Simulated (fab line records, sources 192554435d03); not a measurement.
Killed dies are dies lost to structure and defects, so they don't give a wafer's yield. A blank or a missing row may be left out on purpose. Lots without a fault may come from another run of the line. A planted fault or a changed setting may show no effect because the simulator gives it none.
Which tool did it? | flow n5_finfet | 11 lots, 30 wafers sampled, at 5 steps of a route of 1938

WHAT THE GAUGES READ, wafer by wafer
N5_BEOL_M5_INSPECT_58: inspects for defects (darkfield).
lot  | measured     | on                | raw_defect_count
L955 | day 9 23:38  | defect_inspect-01 | 74 62 82
L956 | day 10 01:10 | defect_inspect-02 | 1080 1110 1075
L957 | day 10 08:08 | defect_inspect-01 | 1064 1043 1049
L960 | day 11 05:10 | defect_inspect-01 | 1082 1098 1070
L963 | day 12 10:54 | defect_inspect-02 | 79 47 67
L970 | day 14 09:37 | defect_inspect-02 | 68 69
L971 | day 14 13:49 | defect_inspect-01 | 62 57 61
L969 | day 14 17:49 | defect_inspect-02 | 115 112 65
L973 | day 15 08:24 | defect_inspect-01 | 67 71
L972 | day 15 09:07 | defect_inspect-01 | 54 63 50
L974 | day 15 12:31 | defect_inspect-02 | 103 73

WHICH TOOL RAN EACH LOT (tool, then ch and the chambers of the sampled wafers, then the start)
lot  | N5_BEOL_M5_SPUTTER_88        | N5_BEOL_M5_ANNEAL_89         | N5_BEOL_M5_CMP_52             | N5_BEOL_M5_CO_CAP_78
L955 | pvd_sputter-03, day 9 21:22  | pvd_sputter-03, day 9 21:27  | cmp-04 ch 1,2,3, day 9 23:08  | cvd_co-01 ch 0,1,2, day 9 23:25
L956 | pvd_sputter-02, day 9 22:59  | pvd_sputter-02, day 9 23:04  | cmp-01 ch 0,2, day 10 00:35   | cvd_co-01 ch 1,2, day 10 00:57
L957 | pvd_sputter-03, day 10 05:45 | pvd_sputter-03, day 10 05:50 | cmp-01 ch 0,3, day 10 07:22   | cvd_co-01 ch 0,1,2, day 10 07:53
L960 | pvd_sputter-03, day 11 02:47 | pvd_sputter-03, day 11 02:52 | cmp-01 ch 0,2,3, day 11 04:26 | cvd_co-01 ch 0,1,2, day 11 04:49
L963 | pvd_sputter-03, day 12 08:42 | pvd_sputter-03, day 12 08:47 | cmp-04 ch 1,2,3, day 12 10:19 | cvd_co-02 ch 0,1, day 12 10:41
L970 | pvd_sputter-02, day 14 07:28 | pvd_sputter-02, day 14 07:32 | cmp-02 ch 3, day 14 09:02     | cvd_co-02 ch 0,2, day 14 09:25
L971 | pvd_sputter-03, day 14 11:14 | pvd_sputter-03, day 14 11:19 | cmp-02 ch 1,3, day 14 13:14   | cvd_co-02 ch 1,2, day 14 13:36
L969 | pvd_sputter-02, day 14 15:18 | pvd_sputter-02, day 14 15:51 | cmp-01 ch 0,3, day 14 17:10   | cvd_co-02 ch 0,1,2, day 14 17:38
L973 | pvd_sputter-03, day 15 06:04 | pvd_sputter-03, day 15 06:08 | cmp-01 ch 0,3, day 15 07:49   | cvd_co-01 ch 0,2, day 15 08:12
L972 | pvd_sputter-01, day 15 06:32 | pvd_sputter-01, day 15 06:37 | cmp-01 ch 0,1,2, day 15 08:31 | cvd_co-02 ch 0,2, day 15 08:52
L974 | pvd_sputter-02, day 15 10:19 | pvd_sputter-02, day 15 10:24 | cmp-01 ch 2,3, day 15 11:55   | cvd_co-01 ch 0,1, day 15 12:17
- N5_BEOL_M5_SPUTTER_88: material Cu, target thk 15 nm, time 27.62 s.
- N5_BEOL_M5_ANNEAL_89: time 1800 s.
- N5_BEOL_M5_CMP_52: polishes, stops on SiCOH lowk, t overpolish 6.9 s, target thk 62 nm.
- N5_BEOL_M5_CO_CAP_78: material Co, precursor CCTBA/H2, target thk 2 nm, time 102.1 s.

THE ANSWER, worked out from the rows above alone
Rule: what is usual is taken from the lots themselves. Put in order of their means at a reading, lots are off if they are a third of the lots or fewer, leave a main group of 4 or more, and stand apart from it by a gap of 3 or more times the standard deviation of the main group's means; of several such gaps the widest counts. A main group whose means are all the same, to the digits that the tables above print for the reading, isn't used. A lot without any number at a reading at which 4 lots or more have one is off too. The other lots that the step has rows for count as sound.
Off: L956, L957, L960, at N5_BEOL_M5_INSPECT_58 (raw_defect_count). The main group: mean 72, standard deviation 13.
A tool fits if, at a process step before that reading, it ran every lot that is off, and no sound lot after the first of them. The gauges at N5_BEOL_M5_INSPECT_58 are tried like those tools. None of those tried fits.

WHAT THE SIMULATOR HAD PUT IN
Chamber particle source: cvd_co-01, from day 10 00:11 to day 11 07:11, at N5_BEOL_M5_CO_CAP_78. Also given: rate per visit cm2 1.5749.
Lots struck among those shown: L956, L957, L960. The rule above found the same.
